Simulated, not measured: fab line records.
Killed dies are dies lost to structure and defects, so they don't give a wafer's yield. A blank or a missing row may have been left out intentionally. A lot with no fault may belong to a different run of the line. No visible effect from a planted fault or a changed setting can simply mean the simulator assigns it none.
Matching of chambers / flow n5-finfet / 4 sister chambers for N5_BEOL_M13_ETCH_38 on rie-diel-03
The step etches SiCN in CF4/N2, target depth 67.5 nm, time 71.9 s. 4 wafers are shown with their chamber, then 10 later ones without.

## EACH WAFER AND ITS CHAMBER
wafer=L076.2; chamber=3; showerhead-plenum-p-Torr (Torr)=2.08
wafer=L081.5; chamber=0; showerhead-plenum-p-Torr (Torr)=2.28
wafer=L086.2; chamber=1; showerhead-plenum-p-Torr (Torr)=2.32
wafer=L086.3; chamber=2; showerhead-plenum-p-Torr (Torr)=2.13

## WAFERS WITH NO CHAMBER GIVEN
wafer=L086.6; showerhead-plenum-p-Torr (Torr)=2.28
wafer=L092.1; showerhead-plenum-p-Torr (Torr)=2.34
wafer=L092.2; showerhead-plenum-p-Torr (Torr)=2.27
wafer=L092.4; showerhead-plenum-p-Torr (Torr)=2.12
wafer=L097.1; showerhead-plenum-p-Torr (Torr)=2.27
wafer=L097.2; showerhead-plenum-p-Torr (Torr)=2.12
wafer=L097.3; showerhead-plenum-p-Torr (Torr)=2.32
wafer=L097.4; showerhead-plenum-p-Torr (Torr)=2.33
wafer=L097.5; showerhead-plenum-p-Torr (Torr)=2.12
wafer=L097.6; showerhead-plenum-p-Torr (Torr)=2.33

## THE CHAMBER EACH PASSED THROUGH
wafer=L086.6; from the rows above=0; in truth=0
wafer=L092.1; from the rows above=1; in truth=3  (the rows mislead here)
wafer=L092.2; from the rows above=0; in truth=0
wafer=L092.4; from the rows above=2; in truth=2
wafer=L097.1; from the rows above=0; in truth=0
wafer=L097.2; from the rows above=2; in truth=2
wafer=L097.3; from the rows above=1; in truth=1
wafer=L097.4; from the rows above=1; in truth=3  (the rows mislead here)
wafer=L097.5; from the rows above=2; in truth=2
wafer=L097.6; from the rows above=1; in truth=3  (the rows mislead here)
Placed correctly: 7 of 10. Left unplaced by these rows: 0. Placed wrongly: 3.
How it was worked out, from the rows above alone: a wafer's distance from a chamber is the root of the sum, over the readings, of the square of ((its reading less the chamber's mean) divided by the reading's scatter). If the next closest chamber is less than 2 further off than the closest, the wafer can't be placed; otherwise it belongs to the closest. For every chamber, the mean is computed from those of its wafers that are shown. The scatter: with one shown wafer a chamber, the root of the mean of the squares of how far each hidden wafer lies from its nearest shown one.
